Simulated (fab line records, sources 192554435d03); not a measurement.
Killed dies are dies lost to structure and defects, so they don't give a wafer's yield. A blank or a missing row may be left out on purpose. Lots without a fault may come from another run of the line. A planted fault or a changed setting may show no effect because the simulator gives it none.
Split-lot experiment | flow n5_finfet | 7 lots, 21 wafers read, on a route of 1938 steps

THE SPLIT
At N5_BEOL_M11_ETCH_41 (etches SiCN in CH3F/O2, target depth 42.6 nm, time 86 s), the setting time_s was moved away from the recipe's 86 s on 6 of the 21 wafers read, by -20.7% to +19.2%. The other wafers ran this setting at the recipe's value.

The reading is taken at the split's own step.

THE READING
etch.depth_nm (the simulator's own value, which no gauge read), in nm, at N5_BEOL_M11_ETCH_41 (etches SiCN in CH3F/O2, target depth 42.6 nm, time 86 s). The file gives no usual value for it. The 15 wafers here that ran the recipe average 32.95 nm, standard deviation 0.39 nm.

wafer  | tool, chamber at the split | time_s as run, s | against the recipe | etch.depth_nm, nm | against lot-mates on the recipe
L077.2 | rie_diel-03, 3             | 72.79            | -15.4%             | 28.15             | -4.81
L077.3 | rie_diel-03, 2             | 86               | recipe             | 32.83             | -
L077.6 | rie_diel-03, 0             | 86               | recipe             | 33.09             | -
L081.1 | rie_diel-03, 0             | 86               | recipe             | 32.84             | -
L081.4 | rie_diel-03, 3             | 86               | recipe             | 32.86             | -
L081.5 | rie_diel-03, 1             | 86               | recipe             | 33.25             | -
L082.1 | rie_diel-05, 0             | 86               | recipe             | 33.1              | -
L082.5 | rie_diel-05, 1             | 86               | recipe             | 33.48             | -
L082.6 | rie_diel-05, 2             | 86               | recipe             | 33.88             | -
L087.1 | rie_diel-05, 0             | 86               | recipe             | 32.33             | -
L087.4 | rie_diel-05, 3             | 102.5            | +19.2%             | 38.11             | +5.48
L087.5 | rie_diel-05, 2             | 86               | recipe             | 32.94             | -
L089.1 | rie_diel-05, 3             | 86               | recipe             | 32.62             | -
L089.3 | rie_diel-05, 2             | 97.64            | +13.5%             | 37.82             | +5.30
L089.5 | rie_diel-05, 0             | 86               | recipe             | 32.42             | -
L091.1 | rie_diel-03, 0             | 86               | recipe             | 33.26             | -
L091.2 | rie_diel-03, 1             | 68.16            | -20.7%             | 25.88             | -7.04
L091.6 | rie_diel-03, 3             | 86               | recipe             | 32.59             | -
L096.1 | rie_diel-03, 3             | 86               | recipe             | 32.82             | -
L096.4 | rie_diel-03, 2             | 72.74            | -15.4%             | 27.37             | -5.45
L096.5 | rie_diel-03, 2             | 72.74            | -15.4%             | 27.81             | -5.01

THE FIT
A straight line over all 21 wafers: etch.depth_nm changes by +0.324 nm for each +1% of time_s; r = +0.99; the points scatter about the line by 0.46 nm.
The same after taking each lot's own level away (the mean of its wafers on the recipe; 21 wafers): +0.329 nm for each +1%; r = +0.99; scatter 0.37 nm.
On that fit, the largest move of time_s shifts the reading by 6.8 nm.
The lots' own levels span 32.520 to 33.487 nm, that is 2.5 times the standard deviation above.
So the lot-to-lot level changes the slope little: the two slopes agree.
Check: with one of the wafers moved furthest among these (-20.7%) left out of the fit, the line predicts -6.77 nm for it against its lot-mates. It came out at -7.04 nm against them.

OTHER SPLITS ON THESE WAFERS
These wafers also went through other splits before the reading. Each is held against what the fit with the lots' levels taken away leaves over:
other split on the same wafers | wafers away from the commonest value | r with etch.depth_nm (lot level and that fit taken away)
N5_BEOL_M9_COAT_60 spin_rpm    | 6                                    | +0.00
N5_BEOL_M10_EXPOSE_25 dose_mj  | 6                                    | +0.25
N5_BEOL_M10_PEB_26 peb_time_s  | 9                                    | +0.23
N5_BEOL_M11_PECVD_70 time_s    | 8                                    | -0.12
N5_BEOL_M11_COAT_59 spin_rpm   | 5                                    | -0.02
N5_BEOL_M11_VIA_ETCH_34 time_s | 6                                    | -0.47

THE FILE'S OWN FIT
etch.depth_nm changes by +0.328 nm for each +1% of time_s, r = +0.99.
